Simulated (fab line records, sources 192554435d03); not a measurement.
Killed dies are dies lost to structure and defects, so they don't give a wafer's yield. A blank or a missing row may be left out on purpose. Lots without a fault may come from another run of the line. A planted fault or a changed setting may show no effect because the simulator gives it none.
fab line records | flow n5_finfet | part 2 of 2: steps 5 to 6 of 6
record lots=22 wafers=66 last_day=18
route steps=1938 shown BEOL_M8@1333 BEOL_M9@1416
lots that met no fault: from a run of the same line without faults
start_h: hours from the record's first day to the start of the lot's first wafer shown | wait_h: hours since the lot's step before | " the same as in the row above | L1.1+2: a row that stands for several wafers | - no value, or no start given | * or withheld: withheld | < > ~ a bound
route shown NAME@n: a module of which the file shows steps, and the number in the route of the first | usual: mean/standard deviation of fault-free wafers | same: alike in all rows | chamber/n: place in a boat | sites: the reading at each site | _std_site: their standard deviation | _edge_site: outer sites' mean less inner sites' | radius_mm: how far each site lies from the wafer's centre | mask NAME#n: copy n | behind: the tool/chamber that last shaped the wafer | hold: why the lot was held/for how many hours/how that ended | device: the transistor (n, p or np) that didn't switch | end of line: the same wafers' tests at the end of the route | a step without rows: its recipe alone | killed: dies lost to structure and defects at the first sort, not the wafer's yield | map: a wafer's dies, x killed, . not, _ none there
set.NAME: the setting as run; set.NAME@STEP: as run at that earlier step | model.NAME: the simulator's own value behind a step, which no gauge read
steps of the route over a sample of lots; a table a step, a row a wafer
services: from which hour (start_h, from the record's first day; less than 0 if before it) a tool's chamber was out of use, for how many hours, and why
## steps
# step N5_BEOL_M9_ETCH_76
# recipe chemistry=N2/H2 target=underlayer target_depth_a=65 mask_material=CAR-EUV time_s=5.2 ion_energy_ev=200 pressure_mtorr=30 source_w=840 bias_w=150 n2_flow_sccm=200 h2_flow_sccm=200 ends=cleared
# usual drypump_motor_current_A=5.9/0.41 etch_rf_on_time_s=5.25/0.15 oes_product_au=0.69/0.072 rf_vpp_V=525.0/2.7 showerhead_plenum_p_Torr=2.58/0.089 throttle_valve_pct=17.99/0.26
# columns lot.wafer tool chamber start_h wait_h drypump_motor_current_A etch_rf_on_time_s oes_product_au rf_hours_counter_h rf_vpp_V showerhead_plenum_p_Torr throttle_valve_pct
L074.1 rie_diel-06 0 218.45 0.0 5.8 5.16 0.83 1 526.4 2.60 17.94
L074.3 " 1 " " 6.3 5.22 0.65 166 528.8 2.66 18.47
L074.4 " 3 " " 5.9 5.33 0.70 - 521.4 2.47 17.92
L077.1 rie_diel-05 3 221.47 0.0 5.1 5.07 0.80 9 528.1 2.72 17.78
L077.4 " 0 " " 6.8 5.18 0.69 112 528.4 2.66 17.70
L077.5 " 1 " " 5.4 5.15 0.64 - 522.4 2.43 17.77
L075.2 rie_diel-06 1 221.78 0.0 6.4 5.17 0.64 168 524.6 2.66 18.49
L075.5 " 0 " " 5.8 5.21 0.82 - 527.7 2.60 17.92
L075.6 " 1 " " 6.4 5.25 0.65 - 526.1 2.66 18.48
L076.1 rie_diel-05 0 227.73 0.0 6.8 5.26 0.69 114 529.0 2.66 17.68
L076.2 " 1 " " 5.4 5.19 0.65 151 522.2 2.43 17.78
L076.4 " 2 " " 5.0 5.06 0.73 58 522.3 2.49 18.15
L079.1 rie_diel-06 0 238.30 0.0 5.8 5.28 0.80 9 525.8 2.60 17.95
L079.3 " 1 " " 6.3 5.28 0.63 174 526.5 2.66 18.48
L079.4 " 3 " " 5.9 5.48 0.68 - 522.8 2.47 17.91
L078.3 rie_diel-06 0 240.66 0.0 5.8 5.23 0.81 10 526.8 2.60 17.94
L078.4 " 0 " " 5.8 5.32 0.78 - 526.3 2.60 17.95
L078.5 " 3 " " 5.9 5.46 0.68 - 524.1 2.47 17.93
L080.2 rie_diel-03 2 249.73 0.0 6.1 5.45 0.59 237 525.5 2.61 18.13
L080.5 " 1 " " 6.1 5.35 0.62 - 523.0 2.52 17.90
L080.6 " 0 " " 5.9 5.20 0.67 - 524.3 2.57 17.98
L082.2 rie_diel-06 0 273.86 0.0 5.8 5.23 0.76 21 524.6 2.60 17.96
L082.4 " 2 " " 5.5 4.95 0.81 8 529.1 2.70 17.64
L082.5 " 3 " " 5.9 5.45 0.68 - 521.6 2.47 17.97
L083.1 rie_diel-05 0 277.61 0.0 6.8 5.25 0.67 131 525.2 2.65 17.73
L083.4 " 2 " " 5.0 4.98 0.73 73 519.5 2.48 18.19
L083.5 " 0 " " 6.8 5.24 0.68 - 527.9 2.65 17.69
L084.1 rie_diel-06 0 278.38 0.0 5.8 5.24 0.78 23 526.4 2.59 17.95
L084.5 " 2 " " 5.4 4.97 0.81 - 525.9 2.70 17.62
L084.6 " 3 " " 5.9 5.42 0.67 - 521.0 2.46 17.95
L085.2 rie_diel-06 1 289.29 0.0 6.4 5.30 0.63 193 527.7 2.65 18.53
L085.3 " 3 " " 5.9 5.43 0.68 119 522.0 2.46 17.96
L085.4 " 2 " " 5.4 4.93 0.81 15 527.8 2.70 17.64
L086.1 rie_diel-03 3 296.25 0.0 5.7 5.30 0.61 210 521.4 2.51 17.94
L086.3 " 0 " " 5.9 5.15 0.67 123 525.7 2.56 17.96
L086.5 " 0 " " 5.9 5.12 0.67 - 524.3 2.56 18.02
L089.1 rie_diel-06 2 300.14 0.0 5.4 4.92 0.79 19 528.8 2.70 17.66
L089.4 " 3 " " 5.9 5.37 0.68 123 521.6 2.46 17.99
L089.5 " 0 " " 5.8 5.18 0.75 - 526.6 2.59 17.98
L087.1 rie_diel-03 0 303.86 0.0 5.9 5.19 0.66 126 525.6 2.56 18.01
L087.5 " 1 " " 6.1 5.29 0.60 - 522.6 2.52 17.92
L087.6 " 3 " " 5.6 5.28 0.61 - 525.7 2.51 17.92
L088.1 rie_diel-06 0 304.29 0.0 5.8 5.21 0.75 34 525.3 2.59 18.00
L088.2 " 3 " " 5.9 5.42 0.67 125 522.4 2.46 17.97
L088.5 " 2 " " 5.5 4.96 0.79 - 528.6 2.69 17.66
L090.2 rie_diel-06 1 321.96 0.0 6.4 5.27 0.61 207 525.9 2.65 18.56
L090.3 " 2 " " 5.5 4.88 0.78 28 528.9 2.69 17.66
L090.5 " 2 " " 5.4 4.94 0.78 - 527.8 2.69 17.64
L093.3 rie_diel-03 1 326.15 0.0 6.1 5.30 0.60 211 523.9 2.51 17.92
L093.5 " 2 " " 6.1 5.22 0.83 - 526.1 2.61 17.76
L093.6 " 1 " " 6.1 5.34 0.60 - 523.0 2.51 17.93
L094.2 rie_diel-03 0 337.23 0.0 5.9 5.22 0.64 141 525.6 2.55 18.04
L094.3 " 3 " " 5.6 5.29 0.59 229 523.4 2.51 17.96
L094.5 " 1 " " 6.1 5.29 0.60 - 525.1 2.51 17.97
L095.1 rie_diel-05 3 346.83 0.0 5.1 5.16 0.74 38 529.5 2.71 17.86
L095.4 " 0 " " 6.8 5.32 0.66 - 527.9 2.65 17.75
L095.6 " 3 " " 5.1 5.17 0.75 - 528.4 2.71 17.81
L096.2 rie_diel-06 0 349.39 0.0 5.8 5.30 0.72 50 525.1 2.58 18.04
L096.4 " 2 " " 5.5 5.02 0.75 39 529.8 2.69 17.68
L096.5 " 0 " " 5.8 5.32 0.71 - 523.8 2.58 18.02
L097.3 rie_diel-06 0 350.99 0.0 5.8 5.32 0.73 50 523.9 2.58 18.03
L097.5 " 3 " " 5.9 5.50 0.65 - 519.2 2.45 18.01
L097.6 " 0 " " 5.8 5.38 0.72 - 524.0 2.58 17.99
L091.3 rie_diel-06 0 364.47 0.0 5.8 5.25 0.73 55 525.5 2.58 18.01
L091.4 " 3 " " 5.9 5.42 0.65 146 522.8 2.45 18.03
L091.5 " 2 " " 5.4 4.95 0.75 - 527.4 2.68 17.69
# step N5_BEOL_M9_ETCH_66
# recipe chemistry=N2/H2 target=SOC target_depth_a=800 overetch_a=160 mask_material=SiARC temp_c=40 time_s=120 ion_energy_ev=200 pressure_mtorr=30 source_w=840 bias_w=150 n2_flow_sccm=200 h2_flow_sccm=200
# usual drypump_motor_current_A=5.9/0.4 oes_product_au=0.63/0.06 rf_vpp_V=524.7/2.6 showerhead_plenum_p_Torr=2.58/0.089 throttle_valve_pct=17.95/0.26
# columns lot.wafer tool chamber start_h wait_h drypump_motor_current_A oes_product_au rf_hours_counter_h rf_vpp_V showerhead_plenum_p_Torr throttle_valve_pct
L074.1 rie_diel-06 0 218.50 0.0 5.8 0.75 1 524.8 2.60 17.88
L074.3 " 1 " " 6.4 0.58 166 526.4 2.66 18.43
L074.4 " 3 " " 5.9 0.64 - 521.1 2.47 17.87
L077.1 rie_diel-05 3 221.52 0.0 5.1 0.72 9 528.2 2.72 17.74
L077.4 " 0 " " 6.8 0.62 112 527.3 2.66 17.63
L077.5 " 1 " " 5.4 0.58 - 520.4 2.43 17.72
L075.2 rie_diel-06 1 221.82 0.0 6.3 0.58 168 525.1 2.66 18.44
L075.5 " 0 " " 5.8 0.74 - 526.8 2.60 17.90
L075.6 " 1 " " 6.3 0.58 - 524.9 2.66 18.44
L076.1 rie_diel-05 0 227.78 0.0 6.8 0.63 114 527.7 2.66 17.63
L076.2 " 1 " " 5.4 0.58 151 520.0 2.43 17.70
L076.4 " 2 " " 5.1 0.65 58 523.0 2.49 18.10
L079.1 rie_diel-06 0 238.34 0.0 5.8 0.73 9 525.2 2.60 17.90
L079.3 " 1 " " 6.4 0.58 174 525.4 2.66 18.45
L079.4 " 3 " " 5.9 0.63 - 521.7 2.47 17.89
L078.3 rie_diel-06 0 240.71 0.0 5.8 0.71 10 525.1 2.60 17.91
L078.4 " 0 " " 5.8 0.71 - 525.4 2.60 17.92
L078.5 " 3 " " 5.9 0.63 - 521.7 2.47 17.91
L080.2 rie_diel-03 2 249.78 0.0 6.2 0.55 237 525.5 2.61 18.09
L080.5 " 1 " " 6.1 0.57 - 522.6 2.52 17.85
L080.6 " 0 " " 5.9 0.60 - 525.4 2.57 17.93
L082.2 rie_diel-06 0 273.91 0.0 5.8 0.69 21 526.3 2.59 17.93
L082.4 " 2 " " 5.4 0.71 8 528.1 2.70 17.58
L082.5 " 3 " " 5.9 0.62 - 521.3 2.47 17.89
L083.1 rie_diel-05 0 277.65 0.0 6.8 0.61 131 526.6 2.65 17.67
L083.4 " 2 " " 5.1 0.63 73 521.7 2.48 18.12
L083.5 " 0 " " 6.8 0.61 - 525.6 2.65 17.66
L084.1 rie_diel-06 0 278.42 0.0 5.8 0.69 23 523.9 2.59 17.94
L084.5 " 2 " " 5.5 0.71 - 529.1 2.70 17.58
L084.6 " 3 " " 5.9 0.62 - 520.8 2.47 17.92
L085.2 rie_diel-06 1 289.34 0.0 6.4 0.56 193 525.8 2.65 18.47
L085.3 " 3 " " 5.9 0.62 119 521.0 2.46 17.94
L085.4 " 2 " " 5.5 0.69 16 529.1 2.70 17.59
L086.1 rie_diel-03 3 296.30 0.0 5.7 0.55 210 521.4 2.51 17.88
L086.3 " 0 " " 5.9 0.59 123 523.7 2.56 17.96
L086.5 " 0 " " 5.9 0.60 - 524.1 2.56 17.96
L089.1 rie_diel-06 2 300.18 0.0 5.5 0.69 19 527.0 2.70 17.58
L089.4 " 3 " " 5.9 0.61 123 520.7 2.46 17.93
L089.5 " 0 " " 5.8 0.68 - 525.0 2.59 17.93
L087.1 rie_diel-03 0 303.91 0.0 5.9 0.59 126 524.6 2.56 17.96
L087.5 " 1 " " 6.1 0.55 - 524.0 2.52 17.87
L087.6 " 3 " " 5.7 0.55 - 524.1 2.51 17.90
L088.1 rie_diel-06 0 304.33 0.0 5.8 0.67 34 523.8 2.59 17.96
L088.2 " 3 " " 5.9 0.61 125 521.4 2.46 17.95
L088.5 " 2 " " 5.5 0.68 - 528.4 2.69 17.60
L090.2 rie_diel-06 1 322.01 0.0 6.3 0.56 207 526.4 2.65 18.52
L090.3 " 2 " " 5.5 0.68 28 528.2 2.69 17.62
L090.5 " 2 " " 5.5 0.68 - 527.4 2.69 17.61
L093.3 rie_diel-03 1 326.20 0.0 6.1 0.55 211 522.2 2.51 17.89
L093.5 " 2 " " 6.1 0.75 - 525.2 2.61 17.71
L093.6 " 1 " " 6.1 0.55 - 521.9 2.51 17.93
L094.2 rie_diel-03 0 337.27 0.0 5.9 0.59 142 522.9 2.56 17.99
L094.3 " 3 " " 5.7 0.53 229 522.2 2.51 17.92
L094.5 " 1 " " 6.1 0.55 - 521.7 2.51 17.92
L095.1 rie_diel-05 3 346.87 0.0 5.1 0.67 39 528.6 2.71 17.78
L095.4 " 0 " " 6.8 0.60 - 527.1 2.65 17.69
L095.6 " 3 " " 5.2 0.67 - 527.5 2.71 17.79
L096.2 rie_diel-06 0 349.44 0.0 5.8 0.65 50 525.4 2.58 17.97
L096.4 " 2 " " 5.4 0.66 39 527.3 2.69 17.64
L096.5 " 0 " " 5.8 0.65 - 524.3 2.58 17.98
L097.3 rie_diel-06 0 351.03 0.0 5.8 0.66 50 524.2 2.58 17.99
L097.5 " 3 " " 5.9 0.60 - 521.5 2.45 17.97
L097.6 " 0 " " 5.8 0.66 - 526.1 2.58 17.97
L091.3 rie_diel-06 0 364.52 0.0 5.8 0.65 55 526.2 2.58 17.97
L091.4 " 3 " " 5.9 0.59 146 519.8 2.45 17.98
L091.5 " 2 " " 5.4 0.65 - 527.1 2.68 17.65
## services
# columns tool chamber start_h hours kind
rie_diel-05 1 185.48 11.0 repair
uv_cure-03 - 192.62 2.8 pm
rie_diel-04 0 192.97 14.7 repair
rie_diel-06 0 198.60 - clean
rie_diel-06 0 198.60 - consumable_replace:focus_ring
rie_diel-06 0 198.60 18.2 scheduled_down
rie_diel-06 0 198.60 18.2 vent_cycle
rie_diel-03 3 202.61 2.6 repair
uv_cure-02 - 210.46 2.8 pm
uv_cure-01 - 220.47 1.0 pm
rie_diel-06 - 230.51 0.5 repair
rie_diel-06 2 237.70 13.5 repair
rie_diel-01 3 242.29 6.0 repair
uv_cure-02 - 252.87 0.4 repair
rie_diel-01 1 269.22 5.2 repair
rie_diel-01 - 280.26 14.6 pm
uv_cure-02 - 293.88 0.3 repair
rie_diel-05 3 311.98 18.2 repair
rie_diel-01 1 315.35 8.1 repair
rie_diel-02 1 318.16 4.5 repair
rie_diel-02 3 322.29 6.9 repair
rie_diel-05 2 324.13 30.9 repair
uv_cure-01 - 328.61 6.0 pm
uv_cure-01 - 343.48 25.3 repair
